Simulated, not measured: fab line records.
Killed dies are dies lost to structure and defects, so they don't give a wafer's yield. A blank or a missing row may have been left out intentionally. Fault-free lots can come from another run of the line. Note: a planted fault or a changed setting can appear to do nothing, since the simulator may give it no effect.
Which tool did it?	flow n5-finfet	66 wafers from 22 lots sampled at 6 of the route's 1938 steps

== WHAT THE GAUGES READ, wafer by wafer ==
The record holds no reading of a measuring or inspecting step that can be judged against a usual standard deviation.

== WHICH TOOL RAN EACH LOT (tool, then ch and the chambers of the sampled wafers, then the start) ==
lot	N5_HKMG_FIN_ETCH_55	N5_HKMG_FIN_ALD_36	N5_HKMG_FIN_DESCUM_17	N5_HKMG_FIN_STRIP_19	N5_HKMG_FIN_STRIP_89	N5_HKMG_FIN_W_FILL_22
L074	rie-diel-04 ch 0,1,2, day 3 23:58	ald-metal-01 ch 0,1,2, day 4 02:05	rie-diel-04 ch 0,1,2, day 4 03:31	plasma-asher-02 ch 0,1, day 4 04:07	rie-diel-04 ch 0,2,3, day 4 05:00	cvd-w-02 ch 0,1, day 4 07:24
L075	rie-diel-04 ch 1,2, day 4 07:13	ald-metal-03 ch 1,3, day 4 09:31	rie-diel-01 ch 2,3, day 4 10:38	plasma-asher-01 ch 0,1, day 4 11:14	rie-diel-02 ch 0,2, day 4 12:01	cvd-w-01 ch 0,1, day 4 14:17
L076	rie-diel-04 ch 0,3, day 4 13:20	ald-metal-03 ch 1,2,3, day 4 15:25	rie-diel-04 ch 1,2,3, day 4 16:43	plasma-asher-02 ch 0,1, day 4 17:19	rie-diel-01 ch 0,1,2, day 4 18:06	cvd-w-02 ch 0,1, day 4 20:28
L077	rie-diel-04 ch 1,3, day 4 18:19	ald-metal-01 ch 0,1,2, day 4 20:35	rie-diel-01 ch 0,2,3, day 4 21:48	plasma-asher-02 ch 0,1, day 4 22:25	rie-diel-04 ch 2,3, day 4 23:13	cvd-w-02 ch 0,1, day 5 01:31
L078	rie-diel-01 ch 1,2,3, day 4 21:07	ald-metal-03 ch 0,2,3, day 4 23:11	rie-diel-02 ch 0,1,2, day 5 00:28	plasma-asher-01 ch 0, day 5 01:04	rie-diel-04 ch 2,3, day 5 01:51	cvd-w-01 ch 0,1, day 5 04:02
L079	rie-diel-04 ch 1,2,3, day 5 06:05	ald-metal-01 ch 0,1,3, day 5 08:11	rie-diel-01 ch 0,1,3, day 5 09:18	plasma-asher-01 ch 0,1, day 5 09:54	rie-diel-02 ch 1,2,3, day 5 10:41	cvd-w-02 ch 0,1, day 5 13:06
L080	rie-diel-04 ch 2,3, day 5 10:57	ald-metal-01 ch 1,2,3, day 5 13:04	rie-diel-04 ch 0,1,2, day 5 14:19	plasma-asher-01 ch 0,1, day 5 14:54	rie-diel-02 ch 0,1,2, day 5 15:41	cvd-w-02 ch 0,1, day 5 18:00
L081	rie-diel-04 ch 1,2,3, day 5 17:12	ald-metal-04 ch 0,2, day 5 19:14	rie-diel-04 ch 2,3, day 5 20:46	plasma-asher-02 ch 1, day 5 21:22	rie-diel-02 ch 1,2,3, day 5 22:20	cvd-w-02 ch 0, day 6 00:31
L082	rie-diel-01 ch 0,2, day 6 03:55	ald-metal-04 ch 0,1,3, day 6 05:58	rie-diel-01 ch 0,2, day 6 07:13	plasma-asher-01 ch 0,1, day 6 07:49	rie-diel-02 ch 0,1, day 6 08:43	cvd-w-02 ch 0, day 6 10:56
L084	rie-diel-01 ch 0,2, day 6 12:23	ald-metal-01 ch 0,1,2, day 6 14:25	rie-diel-02 ch 0,1,3, day 6 16:19	plasma-asher-01 ch 0,1, day 6 16:55	rie-diel-04 ch 0,1,3, day 6 17:42	cvd-w-01 ch 0,1, day 6 20:10
L086	rie-diel-02 ch 0,1,3, day 6 23:18	ald-metal-03 ch 1,2,3, day 7 01:26	rie-diel-01 ch 0,1,3, day 7 02:52	plasma-asher-01 ch 0,1, day 7 03:28	rie-diel-01 ch 0,1,2, day 7 04:14	cvd-w-01 ch 0,1, day 7 06:26
L085	rie-diel-04 ch 0,2,3, day 7 02:37	ald-metal-01 ch 0,2,3, day 7 04:49	rie-diel-01 ch 0,2, day 7 06:03	plasma-asher-02 ch 0,1, day 7 06:39	rie-diel-04 ch 1,2, day 7 07:26	cvd-w-01 ch 0,1, day 7 09:37
L087	rie-diel-01 ch 0,3, day 7 09:25	ald-metal-01 ch 1,2,3, day 7 11:28	rie-diel-04 ch 1,2,3, day 7 12:46	plasma-asher-01 ch 0,1, day 7 13:29	rie-diel-04 ch 0,1,3, day 7 14:13	cvd-w-01 ch 0,1, day 7 16:29
L088	rie-diel-02 ch 0,1,3, day 7 10:29	ald-metal-04 ch 0,1,2, day 7 12:31	rie-diel-02 ch 0,1,2, day 7 13:46	plasma-asher-01 ch 0,1, day 7 14:22	rie-diel-04 ch 0,1,2, day 7 15:08	cvd-w-02 ch 0,1, day 7 17:23
L089	rie-diel-02 ch 0,1,3, day 7 17:44	ald-metal-04 ch 1,3, day 7 19:49	rie-diel-04 ch 0,1,2, day 7 21:04	plasma-asher-01 ch 0,1, day 7 21:40	rie-diel-02 ch 0,1, day 7 22:26	cvd-w-02 ch 0,1, day 8 00:37
L091	rie-diel-02 ch 0,1,3, day 8 06:24	ald-metal-01 ch 0,1, day 8 08:33	rie-diel-02 ch 0,1,2, day 8 09:48	plasma-asher-02 ch 0, day 8 10:26	rie-diel-01 ch 1,3, day 8 11:13	cvd-w-02 ch 0,1, day 8 13:23
L092	rie-diel-04 ch 0,2,3, day 8 13:19	ald-metal-03 ch 1,2,3, day 8 15:23	rie-diel-04 ch 0,1,2, day 8 16:30	plasma-asher-02 ch 0,1, day 8 17:06	rie-diel-01 ch 1,2,3, day 8 17:53	cvd-w-01 ch 0,1, day 8 20:08
L093	rie-diel-01 ch 0,2,3, day 8 20:36	ald-metal-04 ch 1,2,3, day 8 22:39	rie-diel-04 ch 0,1,2, day 8 23:46	plasma-asher-02 ch 0,1, day 9 00:22	rie-diel-04 ch 0,2,3, day 9 01:09	cvd-w-01 ch 0,1, day 9 03:22
L094	rie-diel-01 ch 0,1, day 9 00:43	ald-metal-04 ch 1,2, day 9 02:57	rie-diel-02 ch 0,3, day 9 04:19	plasma-asher-02 ch 0,1, day 9 05:01	rie-diel-02 ch 1,2,3, day 9 05:43	cvd-w-02 ch 0,1, day 9 07:57
L095	rie-diel-02 ch 1,2, day 9 07:41	ald-metal-01 ch 1,3, day 9 09:50	rie-diel-04 ch 0,1,2, day 9 10:57	plasma-asher-02 ch 0,1, day 9 11:32	rie-diel-02 ch 1,2,3, day 9 12:24	cvd-w-01 ch 0,1, day 9 14:36
L096	rie-diel-04 ch 0,2,3, day 9 14:29	ald-metal-04 ch 1,2,3, day 9 16:31	rie-diel-02 ch 0,2,3, day 9 17:58	plasma-asher-02 ch 0,1, day 9 18:38	rie-diel-02 ch 1,2,3, day 9 19:30	cvd-w-01 ch 0,1, day 9 21:50
L097	rie-diel-04 ch 0,3, day 9 18:38	ald-metal-04 ch 0,1,3, day 9 20:40	rie-diel-01 ch 0,1,3, day 9 22:18	plasma-asher-02 ch 0,1, day 9 23:01	rie-diel-04 ch 0,3, day 9 23:49	cvd-w-01 ch 0,1, day 10 02:01
- N5_HKMG_FIN_ETCH_55: etches SOC in N2/H2, target depth 240 nm, time 300 s.
- N5_HKMG_FIN_ALD_36: deposits TiN, target thk 1 nm, pulse time 1 s, purge time 3 s.
- N5_HKMG_FIN_DESCUM_17: chemistry O2, time 7.9 s.
- N5_HKMG_FIN_STRIP_19: strips in N2/H2, time 360 s.
- N5_HKMG_FIN_STRIP_89: strips SOC in N2/H2, time 20 s.
- N5_HKMG_FIN_W_FILL_22: material W, target thk 60 nm, time 18.2 s.

== AS READ BY THE TOOLS THEMSELVES (means over the sampled wafers that have a number; for cases with no such wafer, the mark the record gives instead) ==
N5_HKMG_FIN_ETCH_55.
lot	tool	drypump-motor-current-A (A)	oes-product-au (a.u.)	rf-fwd-power-W (W)	rf-vpp-V (V)	showerhead-plenum-p-Torr (Torr)	throttle-valve-pct (%)
L074	rie-diel-04	5.9	0.74	838.0	526.0	2.58	17.8
L075	rie-diel-04	5.8	0.75	840.7	524.7	2.58	18.0
L076	rie-diel-04	5.4	0.70	836.9	523.7	2.56	18.1
L077	rie-diel-04	6.1	0.81	837.5	522.1	2.50	17.9
L078	rie-diel-01	5.9	0.74	836.7	525.3	2.60	18.0
L079	rie-diel-04	5.7	0.75	837.5	524.1	2.55	18.0
L080	rie-diel-04	5.3	0.71	839.0	524.0	2.56	18.2
L081	rie-diel-04	5.7	0.75	835.7	523.8	2.54	18.1
L082	rie-diel-01	6.3	0.70	840.7	524.1	2.54	17.9
L084	rie-diel-01	6.3	0.70	836.8	523.4	2.54	17.9
L086	rie-diel-02	5.9	0.79	839.7	526.1	2.59	17.9
L085	rie-diel-04	5.5	0.78	838.1	525.1	2.58	17.9
L087	rie-diel-01	5.8	0.74	836.8	521.9	2.46	18.2
L088	rie-diel-02	5.9	0.79	836.0	524.7	2.59	17.9
L089	rie-diel-02	6.0	0.78	837.6	524.8	2.58	17.9
L091	rie-diel-02	6.0	0.78	837.1	524.8	2.58	17.9
L092	rie-diel-04	5.5	0.76	839.0	524.3	2.58	18.0
L093	rie-diel-01	6.0	0.82	838.4	523.2	2.52	18.0
L094	rie-diel-01	5.9	0.77	836.0	522.3	2.47	18.1
L095	rie-diel-02	6.2	0.82	837.8	525.3	2.57	17.7
L096	rie-diel-04	5.5	0.75	838.7	524.4	2.57	18.0
L097	rie-diel-04	5.4	0.76	841.1	523.7	2.54	18.1

N5_HKMG_FIN_ALD_36.
lot	tool	heater-power-w (W)	precursor-pulse-height-rel
L074	ald-metal-01	921	1.000
L075	ald-metal-03	890	0.985
L076	ald-metal-03	850	0.994
L077	ald-metal-01	915	0.994
L078	ald-metal-03	800	1.001
L079	ald-metal-01	916	0.995
L080	ald-metal-01	889	0.988
L081	ald-metal-04	930	1.019
L082	ald-metal-04	848	1.031
L084	ald-metal-01	924	1.002
L086	ald-metal-03	863	1.008
L085	ald-metal-01	839	1.021
L087	ald-metal-01	901	0.965
L088	ald-metal-04	923	0.993
L089	ald-metal-04	864	1.003
L091	ald-metal-01	980	1.028
L092	ald-metal-03	861	1.018
L093	ald-metal-04	895	1.004
L094	ald-metal-04	948	0.993
L095	ald-metal-01	955	1.008
L096	ald-metal-04	882	0.986
L097	ald-metal-04	869	1.002

N5_HKMG_FIN_DESCUM_17.
lot	tool	drypump-motor-current-A (A)	oes-product-au (a.u.)	rf-fwd-power-W (W)	rf-vpp-V (V)	showerhead-plenum-p-Torr (Torr)	throttle-valve-pct (%)
L074	rie-diel-04	6.0	0.74	49.41	243.4	2.12	20.43
L075	rie-diel-01	5.9	0.80	49.24	243.7	2.13	20.64
L076	rie-diel-04	5.7	0.76	49.45	242.7	2.09	20.60
L077	rie-diel-01	6.0	0.77	49.46	242.9	2.10	20.67
L078	rie-diel-02	6.0	0.87	49.41	243.6	2.13	20.43
L079	rie-diel-01	5.8	0.75	49.36	242.1	2.10	20.76
L080	rie-diel-04	6.0	0.84	49.41	243.4	2.12	20.33
L081	rie-diel-04	5.3	0.70	49.49	242.3	2.10	20.74
L082	rie-diel-01	6.3	0.70	49.18	243.6	2.10	20.53
L084	rie-diel-02	6.0	0.80	49.45	244.0	2.13	20.51
L086	rie-diel-01	5.8	0.85	49.51	242.8	2.09	20.70
L085	rie-diel-01	6.3	0.70	49.28	243.6	2.09	20.55
L087	rie-diel-04	5.7	0.74	49.50	243.0	2.09	20.63
L088	rie-diel-02	6.1	0.82	49.15	243.9	2.13	20.46
L089	rie-diel-04	6.0	0.82	49.40	243.5	2.12	20.34
L091	rie-diel-02	6.0	0.82	49.53	243.1	2.12	20.48
L092	rie-diel-04	5.9	0.81	49.35	242.9	2.11	20.36
L093	rie-diel-04	6.0	0.79	49.38	242.8	2.11	20.36
L094	rie-diel-02	5.7	0.71	49.37	244.1	2.12	20.49
L095	rie-diel-04	6.0	0.80	49.30	242.7	2.11	20.36
L096	rie-diel-02	5.8	0.74	49.26	243.1	2.12	20.43
L097	rie-diel-01	5.8	0.82	49.43	243.4	2.08	20.73

N5_HKMG_FIN_STRIP_19.
lot	tool	drypump-motor-current-A (A)	heater-power-w (W)
L074	plasma-asher-02	5.38	510
L075	plasma-asher-01	5.42	447
L076	plasma-asher-02	5.34	510
L077	plasma-asher-02	5.44	552
L078	plasma-asher-01	5.34	446
L079	plasma-asher-01	5.54	447
L080	plasma-asher-01	5.43	452
L081	plasma-asher-02	5.28	464
L082	plasma-asher-01	5.53	456
L084	plasma-asher-01	5.44	445
L086	plasma-asher-01	5.54	450
L085	plasma-asher-02	5.42	561
L087	plasma-asher-01	5.52	447
L088	plasma-asher-01	5.46	444
L089	plasma-asher-01	5.44	449
L091	plasma-asher-02	5.50	606
L092	plasma-asher-02	5.46	557
L093	plasma-asher-02	5.43	561
L094	plasma-asher-02	5.45	559
L095	plasma-asher-02	5.43	553
L096	plasma-asher-02	5.36	513
L097	plasma-asher-02	5.44	558

N5_HKMG_FIN_STRIP_89.
lot	tool	drypump-motor-current-A (A)	oes-product-au (a.u.)	rf-fwd-power-W (W)	rf-vpp-V (V)	showerhead-plenum-p-Torr (Torr)	throttle-valve-pct (%)
L074	rie-diel-04	5.5	0.70	497.2	54.8	3.42	19.3
L075	rie-diel-02	5.9	0.81	496.9	54.7	3.39	19.2
L076	rie-diel-01	6.1	0.70	497.8	54.2	3.37	19.0
L077	rie-diel-04	5.3	0.71	498.0	54.4	3.38	19.6
L078	rie-diel-04	5.3	0.71	497.4	53.8	3.38	19.6
L079	rie-diel-02	6.0	0.82	498.6	54.0	3.43	18.8
L080	rie-diel-02	6.1	0.85	496.2	54.6	3.41	19.1
L081	rie-diel-02	6.0	0.82	497.5	53.9	3.43	18.8
L082	rie-diel-02	6.0	0.82	495.2	54.9	3.40	19.3
L084	rie-diel-04	5.9	0.85	498.0	53.9	3.35	19.0
L086	rie-diel-01	6.1	0.79	497.9	53.0	3.35	19.0
L085	rie-diel-04	6.2	0.79	495.8	54.0	3.34	19.1
L087	rie-diel-04	5.9	0.84	497.0	53.8	3.35	19.0
L088	rie-diel-04	6.0	0.83	497.6	53.0	3.39	18.9
L089	rie-diel-02	6.1	0.83	498.2	54.1	3.40	19.1
L091	rie-diel-01	5.7	0.90	499.6	54.6	3.43	19.2
L092	rie-diel-01	6.0	0.90	497.1	54.3	3.42	19.0
L093	rie-diel-04	5.5	0.75	498.6	53.7	3.40	19.2
L094	rie-diel-02	6.0	0.78	498.8	54.2	3.41	18.9
L095	rie-diel-02	6.0	0.77	496.2	54.2	3.41	18.9
L096	rie-diel-02	6.0	0.78	497.2	54.2	3.41	18.9
L097	rie-diel-04	5.5	0.76	498.4	54.5	3.36	19.4

N5_HKMG_FIN_W_FILL_22.
lot	tool	heater-power-w (W)	throttle-valve-pct (%)
L074	cvd-w-02	890	19.14
L075	cvd-w-01	847	18.76
L076	cvd-w-02	884	19.19
L077	cvd-w-02	883	19.27
L078	cvd-w-01	825	18.91
L079	cvd-w-02	880	19.29
L080	cvd-w-02	876	19.30
L081	cvd-w-02	870	19.25
L082	cvd-w-02	891	19.33
L084	cvd-w-01	844	18.86
L086	cvd-w-01	849	18.85
L085	cvd-w-01	837	18.89
L087	cvd-w-01	850	18.96
L088	cvd-w-02	889	19.31
L089	cvd-w-02	874	19.28
L091	cvd-w-02	888	19.25
L092	cvd-w-01	830	18.89
L093	cvd-w-01	841	18.85
L094	cvd-w-02	888	19.51
L095	cvd-w-01	855	19.11
L096	cvd-w-01	850	18.93
L097	cvd-w-01	856	19.02

== THE ANSWER, worked out from the rows above alone ==
Rule: the usual values come from the lots themselves. Put in order of their means at a reading, lots are off if they are a third of the lots or fewer, leave a main group of 4 or more, and stand apart from it by a gap of 3 or more times the standard deviation of the main group's means; of several such gaps the widest counts. A main group whose means are all the same, to the digits that the tables above print for the reading, isn't used. A lot without any number at a reading at which 4 lots or more have one is off too. Any other lot the step has rows for is counted as sound. After the gauges, taken in route order, come the tools' own readings; for these a lot's mean is taken, as printed above. The first step at which some lot is off is used, and at that step the reading that is off furthest; a lot without a number counts as furthest.
No lot is off on any of the readings shown, so nothing can be concluded from this.

== WHAT WAS PUT IN BY THE SIMULATOR ==
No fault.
